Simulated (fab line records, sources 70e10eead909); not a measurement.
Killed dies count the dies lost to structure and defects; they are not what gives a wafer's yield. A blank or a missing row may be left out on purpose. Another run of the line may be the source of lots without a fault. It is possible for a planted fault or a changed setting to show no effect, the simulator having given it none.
A struck lot beside a sound one | flow nand_harc | 14 steps out of a route of 1302
Sound: wafers L956.3, L956.5, L956.6. Struck: wafers L960.2, L960.4, L960.6. The cause comes at the end.
Order at every step that has rows: each side's tool, ch and its chambers, its first start. Under that, the readings that differ: sound wafers | struck wafers | difference of the means | sigmas: that difference in standard deviations of wafers without a fault.
alike: readings whose means differ by less than 2 such deviations, and words and numbers that are the same on both sides. not compared: withheld readings, readings that some wafer has no value for, bounds like >300 that may hide the same value, and numbers for which the record gives no deviation and whose values overlap.
Wherever a step has rows on one side only, a row that says differs or no value, or a row with sigmas, the two part there. Numbers that don't overlap but have no deviation are shown without sigmas and don't part them. A reading that every wafer of one side lacks parts them only if that side has two wafers or more.

first, 1 step without rows for these wafers: NHARC_A_WL_FILL_ANNEAL_08 (time 1800 s).
NHARC_A_WL_FILL_ALD_10: deposits SiO2, target thk 50 nm, pulse time 10 s, ald cycles 500.
  sound on ald_hk-04 ch 2,3, day 21 10:34; struck on ald_hk-04 ch 0,3, day 22 03:51
  alike: heater_power_outer_w, heater_power_w, precursor_pulse_height_rel
NHARC_A_WL_FILL_ETCHBACK_16: etches the open film in C4F8/O2/Ar, target depth 120 nm, time 24 s.
  sound on rie_diel-12 ch 1,3; struck on rie_diel-13 ch 0,3
  alike: oes_product_au, rf_vpp_V
  not compared: rf_hours_counter_h
NHARC_A_WL_FILL_STRIP_29: strips in O2, time 20 s.
  sound on rie_diel-12 ch 1,2, day 21 15:19; struck on rie_diel-13 ch 0,2, day 22 08:05
  alike: drypump_motor_current_A, oes_product_au, rf_vpp_V, showerhead_plenum_p_Torr, throttle_valve_pct
  not compared: rf_hours_counter_h
then, 4 steps without rows for these wafers: NHARC_A_WL_FILL_ETCHBACK_17 (etches the open film in Cl2/BCl3, target depth 4 nm, time 26.7 s); NHARC_A_WL_FILL_PRECLEAN_18 (cleans in dHF, time 30 s); NHARC_A_WL_FILL_SRD_21; NHARC_A_WL_FILL_CVD_23 (deposits poly-Si, target thk 40 nm, time 800 s).
NHARC_A_WL_FILL_ETCHBACK_26: etches the open film in HBr, target depth 52 nm, time 13.3 s.
  sound on rie_si-05 ch 0,3, day 21 20:34; struck on rie_si-05 ch 1,3, day 22 13:25
  alike: drypump_motor_current_A, hbr_flow_sccm, oes_product_au, throttle_valve_pct
  not compared: rf_hours_counter_h
then, 2 steps without rows for these wafers: NHARC_A_WL_FILL_PRECLEAN_30 (cleans in dHF, time 10 s); NHARC_A_WL_FILL_SRD_14.
NHARC_A_WL_FILL_ALD_19: deposits TiN, target thk 2 nm, pulse time 3 s, ald cycles 100.
  sound on ald_metal-01 ch 0,1, day 21 20:50; struck on ald_metal-03 ch 1,3, day 22 13:40
  no value came back on the struck wafers for ald_cycles, heater_power_outer_w (W), heater_power_w (W), precursor_pulse_height_rel; on the sound wafers ald_cycles reads 100 100 100
NHARC_A_WL_FILL_CVD_20: deposits W, target thk 100 nm, time 74 s.
  sound on cvd_w-01 ch 0,1; struck on cvd_w-01 ch 0,1
  alike: heater_power_w, throttle_valve_pct
-- jump in the record: it breaks off in module A_WL_FILL and resumes in module END (first step shown: number 1302 of the route), and 4 days separate the struck wafers' starts before and after --
NHARC_END_SORT_01:
  the record has rows for the struck wafers here (prober-02 ch 0, day 26 02:41) and none for the sound ones

== WHERE THEY PART ==
Last at NHARC_END_SORT_01 as far as this record goes, first at NHARC_A_WL_FILL_ALD_19.

WHY: what had been put in by the simulator
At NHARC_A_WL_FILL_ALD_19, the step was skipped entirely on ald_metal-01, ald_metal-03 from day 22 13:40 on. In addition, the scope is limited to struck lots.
